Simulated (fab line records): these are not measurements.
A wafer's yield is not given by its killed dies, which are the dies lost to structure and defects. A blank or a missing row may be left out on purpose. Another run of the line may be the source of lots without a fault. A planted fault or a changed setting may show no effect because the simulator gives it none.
Which tool was responsible?    flow nand_harc    39 wafers from 13 lots sampled at 4 of the route's 1302 steps

WHAT THE GAUGES READ, wafer by wafer
NHARC_END_WLT_00.
lot   measured      on         VT_DECK1_BOTTOM    VT_DECK1_BOTTOM_INNER  VT_DECK1_MEDIAN_NEAR_BOTTOM  VT_DECK1_MEDIAN_NEAR_BOTTOM_INNER  VT_DECK1_MIDDLE    VT_DECK1_MIDDLE_INNER  VT_DECK1_TOP       VT_DECK1_TOP_INNER  VT_DECK2_BOTTOM    VT_DECK2_BOTTOM_INNER  VT_DECK2_MEDIAN_NEAR_BOTTOM  VT_DECK2_MEDIAN_NEAR_BOTTOM_INNER  VT_DECK2_MIDDLE    VT_DECK2_MIDDLE_INNER  VT_DECK2_TOP       VT_DECK2_TOP_INNER
L701  day 24 09:38  prober-02  0.871 0.864 0.870  0.859 0.869 0.871      0.871 0.866 0.876            0.871 0.867 0.875                  0.890 0.880 0.877  0.878 0.878 0.882      0.887 0.898 0.893  0.893 0.899 0.900   0.880 0.873 0.870  0.872 0.870 0.869      0.875 0.876 0.879            0.876 0.862 0.869                  0.886 0.886 0.883  0.887 0.898 0.887      0.908 0.897 0.898  0.904 0.900 0.897
L702  day 24 15:26  prober-01  0.861 0.868 0.866  0.871 0.864 0.873      0.871 0.865 0.871            0.862 0.869 0.868                  0.877 0.878 0.881  0.875 0.887 0.873      0.892 0.892 0.898  0.891 0.893 0.887   0.877 0.872 0.886  0.880 0.872 0.894      0.876 0.882 0.894            0.878 0.885 0.889                  0.895 0.898 0.897  0.895 0.890 0.898      0.908 0.901 0.911  0.907 0.911 0.910
L704  day 25 05:40  prober-01  0.873 0.874 0.871  0.866 0.876 0.865      0.872 0.878 0.865            0.869 0.871 0.874                  0.891 0.893 0.882  0.887 0.884 0.881      0.897 0.902 0.896  0.889 0.901 0.899   0.871 0.863 0.875  0.877 0.872 0.871      0.879 0.867 0.874            0.879 0.874 0.873                  0.889 0.879 0.883  0.883 0.881 0.890      0.894 0.891 0.898  0.896 0.892 0.893
L705  day 25 20:51  prober-02  0.870 0.866 0.878  0.873 0.872 0.877      0.872 0.875 0.880            0.874 0.880 0.875                  0.893 0.885 0.890  0.890 0.887 0.887      0.898 0.894 0.901  0.901 0.907 0.896   0.865 0.855 0.862  0.850 0.854 0.858      0.856 0.856 0.854            0.858 0.865 0.858                  0.870 0.871 0.874  0.868 0.869 0.868      0.888 0.886 0.885  0.884 0.888 0.883
L708  day 27 13:56  prober-01  0.893 0.890 0.884  0.887 0.891 0.883      0.888 0.878 0.876            0.892 0.881 0.887                  0.901 0.900 0.900  0.898 0.899 0.897      0.906 0.917 0.914  0.914 0.910 0.914   0.874 0.866 0.877  0.880 0.872 0.871      0.880 0.876 0.876            0.873 0.875 0.877                  0.887 0.890 0.893  0.889 0.891 0.890      0.904 0.901 0.901  0.906 0.904 0.906
L714  day 29 15:05  prober-02  0.875 0.865 0.873  0.871 0.874 0.874      0.870 0.870 0.869            0.873 0.865 0.869                  0.886 0.892 0.890  0.882 0.894 0.885      0.901 0.907 0.893  0.905 0.903 0.905   0.855 0.862 0.859  0.865 0.862 0.858      0.869 0.866 0.864            0.866 0.863 0.865                  0.878 0.878 0.882  0.881 0.879 0.871      0.886 0.877 0.893  0.894 0.887 0.897
L718  day 30 20:37  prober-01  0.874 0.869 0.877  0.874 0.874 0.881      0.884 0.878 0.882            0.882 0.883 0.882                  0.897 0.881 0.890  0.882 0.895 0.884      0.898 0.904 0.893  0.906 0.896 0.893   0.862 0.866 0.868  0.860 0.868 0.868      0.876 0.866 0.882            0.861 0.869 0.873                  0.881 0.883 0.881  0.878 0.886 0.882      0.891 0.895 0.896  0.891 0.897 0.889
L717  day 30 20:08  prober-02  0.861 0.867 0.864  0.868 0.865 0.881      0.868 0.868 0.867            0.859 0.864 0.869                  0.885 0.879 0.882  0.881 0.889 0.879      0.895 0.905 0.894  0.896 0.894 0.901   0.875 0.881 0.871  0.880 0.879 0.878      0.888 0.882 0.878            0.883 0.876 0.885                  0.892 0.893 0.890  0.890 0.892 0.892      0.903 0.907 0.908  0.904 0.898 0.898
L719  day 31 15:49  prober-01  0.868 0.875 0.877  0.870 0.871 0.868      0.870 0.873 0.868            0.873 0.875 0.875                  0.885 0.885 0.886  0.890 0.889 0.888      0.896 0.898 0.891  0.900 0.899 0.898   0.864 0.862 0.866  0.865 0.873 0.879      0.871 0.862 0.873            0.872 0.866 0.877                  0.884 0.882 0.888  0.888 0.880 0.890      0.893 0.898 0.891  0.901 0.892 0.893
L720  day 31 23:37  prober-01  0.881 0.875 0.864  0.874 0.871 0.867      0.879 0.875 0.876            0.879 0.867 0.872                  0.890 0.889 0.886  0.884 0.882 0.879      0.895 0.901 0.900  0.898 0.897 0.901   0.875 0.875 0.868  0.870 0.871 0.865      0.871 0.873 0.865            0.877 0.877 0.865                  0.876 0.881 0.876  0.891 0.885 0.883      0.889 0.887 0.887  0.900 0.898 0.892
L721  day 31 23:08  prober-02  0.879 0.877 0.867  0.886 0.885 0.867      0.878 0.879 0.874            0.876 0.880 0.862                  0.885 0.892 0.891  0.893 0.886 0.885      0.900 0.901 0.900  0.893 0.901 0.899   0.867 0.858 0.864  0.861 0.859 0.871      0.861 0.866 0.871            0.872 0.857 0.872                  0.877 0.880 0.890  0.877 0.874 0.885      0.889 0.892 0.903  0.893 0.893 0.898
L722  day 33 02:13  prober-01  0.879 0.875 0.884  0.884 0.878 0.876      0.871 0.880 0.872            0.883 0.879 0.882                  0.893 0.894 0.893  0.895 0.891 0.890      0.913 0.902 0.910  0.903 0.904 0.903   0.870 0.876 0.866  0.877 0.876 0.867      0.876 0.880 0.876            0.868 0.872 0.864                  0.893 0.890 0.888  0.888 0.889 0.878      0.904 0.900 0.898  0.899 0.894 0.902
L724  day 34 12:54  prober-02  0.865 0.870 0.871  0.870 0.870 0.865      0.874 0.868 0.869            0.871 0.871 0.867                  0.885 0.882 0.872  0.886 0.880 0.880      0.884 0.889 0.892  0.887 0.893 0.897   0.863 0.875 0.879  0.870 0.877 0.861      0.870 0.883 0.871            0.870 0.878 0.876                  0.883 0.888 0.888  0.886 0.885 0.881      0.897 0.895 0.899  0.894 0.888 0.885

NHARC_END_SORT_01.
lot   measured      on         killed_at_array  killed_at_other  killed_at_periphery  killed_dies  killed_open  killed_short
L714  day 29 19:01  prober-02  75 150 54        1 0 2            5 1 2                81 151 58    5 1 1        3 2 3

WHAT TOOL EACH LOT RAN ON (gives the tool, then ch and the chambers of the sampled wafers, and finally the start)
lot   NHARC_A_BLC_PRE_CLEAN_31      NHARC_THIN_TSV_PRE_CLEAN_50
L701  pvd_sputter-01, day 22 19:20  pvd_sputter-01, day 24 09:38 or earlier
L702  pvd_sputter-01, day 23 01:26  pvd_sputter-02, day 24 15:26 or earlier
L704  pvd_sputter-01, day 23 15:20  pvd_sputter-02, day 25 05:40 or earlier
L705  pvd_sputter-02, day 24 01:31  pvd_sputter-03, day 25 20:51 or earlier
L708  pvd_sputter-02, day 25 18:53  pvd_sputter-02, day 27 13:56 or earlier
L714  pvd_sputter-03, day 27 23:32  pvd_sputter-03, day 29 15:05 or earlier
L718  pvd_sputter-01, day 29 04:26  pvd_sputter-01, day 30 20:37 or earlier
L717  pvd_sputter-02, day 29 06:12  pvd_sputter-03, day 30 20:08 or earlier
L719  pvd_sputter-01, day 30 00:45  pvd_sputter-01, day 31 15:49 or earlier
L720  pvd_sputter-02, day 30 05:53  pvd_sputter-01, day 31 23:37 or earlier
L721  pvd_sputter-02, day 30 10:08  pvd_sputter-02, day 31 23:08 or earlier
L722  pvd_sputter-02, day 31 03:55  pvd_sputter-02, day 33 02:13 or earlier
L724  pvd_sputter-02, day 32 22:32  pvd_sputter-01, day 34 12:54 or earlier
- NHARC_A_BLC_PRE_CLEAN_31: time 15 s.
- NHARC_THIN_TSV_PRE_CLEAN_50: time 30 s.

AS READ BY THE TOOLS THEMSELVES (means over the sampled wafers that have a number; for cases with no such wafer, the mark the record gives instead)
NHARC_THIN_TSV_PRE_CLEAN_50.
lot   tool            heater_power_w (W)
L701  pvd_sputter-01  402
L702  pvd_sputter-02  392
L704  pvd_sputter-02  391
L705  pvd_sputter-03  418
L708  pvd_sputter-02  383
L714  pvd_sputter-03  448
L718  pvd_sputter-01  395
L717  pvd_sputter-03  412
L719  pvd_sputter-01  415
L720  pvd_sputter-01  411
L721  pvd_sputter-02  394
L722  pvd_sputter-02  407
L724  pvd_sputter-01  400

THE ANSWER, worked out from the rows above alone
Rule: what is usual is taken from the lots themselves. Put in order of their means at a reading, lots are off if they are a third of the lots or fewer, leave a main group of 4 or more, and stand apart from it by a gap of 3 or more times the standard deviation of the main group's means; of several such gaps the widest counts. The tables above print the reading to a certain number of digits; a main group whose means all agree to those digits is not used. A lot without any number at a reading at which 4 lots or more have one is off too. All remaining lots with rows at the step are treated as sound. The gauges are gone through in route order, then the tools' own readings, and for those a lot's mean is taken as printed above. At the first step where some lot is off, the reading lying furthest off is the one used; lots without a number count as furthest.
None of the lots is off at any reading shown; this tells nothing.

WHAT THE SIMULATOR HAD PUT IN
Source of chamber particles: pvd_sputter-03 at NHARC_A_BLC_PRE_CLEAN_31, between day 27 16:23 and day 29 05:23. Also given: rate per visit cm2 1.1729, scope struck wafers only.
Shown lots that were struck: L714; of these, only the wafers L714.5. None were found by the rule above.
